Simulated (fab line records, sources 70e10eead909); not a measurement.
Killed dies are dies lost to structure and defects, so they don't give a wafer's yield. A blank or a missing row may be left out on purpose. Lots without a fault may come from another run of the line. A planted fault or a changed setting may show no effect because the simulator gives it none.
Which tool did it? | flow nand_harc | 13 lots, 39 wafers sampled, at 4 steps of a route of 1302

WHAT THE GAUGES READ, wafer by wafer
NHARC_P_ZERO_WELL_CD_MEAS_52: target cd 2000 nm.
lot  | measured     | on        | cd_nm (nm)
L721 | day 2 02:00  | cd_sem-02 | 1997.4 1998.8 2000.1
L722 | day 2 12:01  | cd_sem-01 | 2000.5 2001.6 2002.7
L723 | day 2 21:37  | cd_sem-02 | 1997.9 1996.9 1998.7
L724 | day 3 07:39  | cd_sem-02 | 1999.5 1999.6 1998.4
L726 | day 4 03:37  | cd_sem-03 | 1912.9 1911.4 1912.3
L735 | day 7 22:11  | cd_sem-03 | 2000.2 1997.9 2000.7
L736 | day 8 07:47  | cd_sem-03 | 1999.8 1997.7 1997.1
L738 | day 9 03:41  | cd_sem-01 | 2000.6 1999.8 2001.2
L739 | day 9 15:28  | cd_sem-03 | 2000.1 1999.6 1999.1
L740 | day 9 23:54  | cd_sem-02 | 2000.5 2000.0 2000.3
L742 | day 10 20:08 | cd_sem-02 | 2001.4 1998.8 1998.1
L743 | day 11 05:53 | cd_sem-01 | 1998.6 1998.0 1998.5
L744 | day 11 15:36 | cd_sem-03 | 2000.0 2001.2 2000.0

NHARC_P_GATE_INSPECT_28.
lot  | measured     | on                | raw_defect_count
L721 | day 4 22:25  | defect_inspect-02 | 7 7 6
L722 | day 5 16:08  | defect_inspect-01 | 2 4 11
L723 | day 5 18:20  | defect_inspect-02 | 5 3 7
L724 | day 6 12:23  | defect_inspect-02 | 6 4 3
L726 | day 6 23:40  | defect_inspect-02 | 3 4 5
L735 | day 11 04:08 | defect_inspect-02 | 10 11 7
L736 | day 11 03:59 | defect_inspect-01 | 6 5 2
L738 | day 12 03:48 | defect_inspect-02 | 9 8 7
L739 | day 12 17:03 | defect_inspect-01 | 7 3 4
L740 | day 13 03:55 | defect_inspect-01 | 10 1 4
L742 | day 13 22:41 | defect_inspect-02 | 8 11 4
L743 | day 14 03:26 | defect_inspect-02 | 5 5 2
L744 | day 14 12:39 | defect_inspect-01 | 4 3 4

WHICH TOOL RAN EACH LOT (tool, then ch and the chambers of the sampled wafers, then the start)
lot  | NHARC_P_ZERO_WELL_EXPOSE_49       | NHARC_P_GATE_HM_DEP_102
L721 | krf_scanner-03 ch 0, day 2 01:51  | acl_dep-01 ch 0, day 4 21:10
L722 | krf_scanner-02 ch 0, day 2 11:52  | acl_dep-01 ch 0, day 5 14:52
L723 | krf_scanner-01 ch 0, day 2 21:28  | acl_dep-03 ch 0, day 5 17:10
L724 | krf_scanner-01 ch 0, day 3 07:29  | acl_dep-02 ch 0, day 6 10:55
L726 | krf_scanner-01 ch 0, day 4 03:28  | acl_dep-02 ch 0, day 6 22:12
L735 | krf_scanner-03 ch 0, day 7 22:01  | acl_dep-02 ch 0, day 11 02:38
L736 | krf_scanner-02 ch 0, day 8 07:38  | acl_dep-01 ch 0, day 11 02:38
L738 | krf_scanner-03 ch 0, day 9 03:32  | acl_dep-02 ch 0, day 12 02:34
L739 | krf_scanner-03 ch 0, day 9 15:19  | acl_dep-02 ch 0, day 12 16:02
L740 | krf_scanner-01 ch 0, day 9 23:45  | acl_dep-03 ch 0, day 13 02:54
L742 | krf_scanner-02 ch 0, day 10 19:58 | acl_dep-01 ch 0, day 13 21:13
L743 | krf_scanner-01 ch 0, day 11 05:44 | acl_dep-03 ch 0, day 14 02:05
L744 | krf_scanner-01 ch 0, day 11 15:26 | acl_dep-03 ch 0, day 14 11:18
- NHARC_P_ZERO_WELL_EXPOSE_49: exposes mask P HVPW, target cd 2000 nm.
- NHARC_P_GATE_HM_DEP_102: deposits aC, target thk 120 nm.

WHAT THE TOOLS THEMSELVES READ (means of the sampled wafers that have a number; where no wafer has one, the mark that the record gives instead)
NHARC_P_ZERO_WELL_EXPOSE_49.
lot  | tool           | reticle_temp_C (C)
L721 | krf_scanner-03 | 23.12
L722 | krf_scanner-02 | 22.95
L723 | krf_scanner-01 | 22.94
L724 | krf_scanner-01 | 23.01
L726 | krf_scanner-01 | 23.02
L735 | krf_scanner-03 | 23.08
L736 | krf_scanner-02 | 22.97
L738 | krf_scanner-03 | 23.05
L739 | krf_scanner-03 | 23.01
L740 | krf_scanner-01 | 22.96
L742 | krf_scanner-02 | 23.02
L743 | krf_scanner-01 | 22.97
L744 | krf_scanner-01 | 22.91

NHARC_P_GATE_HM_DEP_102.
lot  | tool       | throttle_valve_pct (%)
L721 | acl_dep-01 | 34.998
L722 | acl_dep-01 | 35.003
L723 | acl_dep-03 | 35.007
L724 | acl_dep-02 | 35.003
L726 | acl_dep-02 | 34.999
L735 | acl_dep-02 | 34.994
L736 | acl_dep-01 | 35.007
L738 | acl_dep-02 | 35.003
L739 | acl_dep-02 | 35.004
L740 | acl_dep-03 | 35.005
L742 | acl_dep-01 | 35.000
L743 | acl_dep-03 | 35.006
L744 | acl_dep-03 | 34.990

THE ANSWER, worked out from the rows above alone
Rule: what is usual is taken from the lots themselves. Put in order of their means at a reading, lots are off if they are a third of the lots or fewer, leave a main group of 4 or more, and stand apart from it by a gap of 3 or more times the standard deviation of the main group's means; of several such gaps the widest counts. A main group whose means are all the same, to the digits that the tables above print for the reading, isn't used. A lot without any number at a reading at which 4 lots or more have one is off too. The other lots that the step has rows for count as sound. The gauges are gone through in route order, then the tools' own readings, and for those a lot's mean is taken as printed above. The first step at which some lot is off is used, and at that step the reading that is off furthest; a lot without a number counts as furthest.
Off: L726, at NHARC_P_ZERO_WELL_CD_MEAS_52 (cd_nm). The main group: mean 1999.5 nm, standard deviation 1.1.
A tool fits if, at a process step before that reading, it ran every lot that is off, and no sound lot after the first of them. The gauges at NHARC_P_ZERO_WELL_CD_MEAS_52 are tried like those tools. None of those tried fits.

WHAT THE SIMULATOR HAD PUT IN
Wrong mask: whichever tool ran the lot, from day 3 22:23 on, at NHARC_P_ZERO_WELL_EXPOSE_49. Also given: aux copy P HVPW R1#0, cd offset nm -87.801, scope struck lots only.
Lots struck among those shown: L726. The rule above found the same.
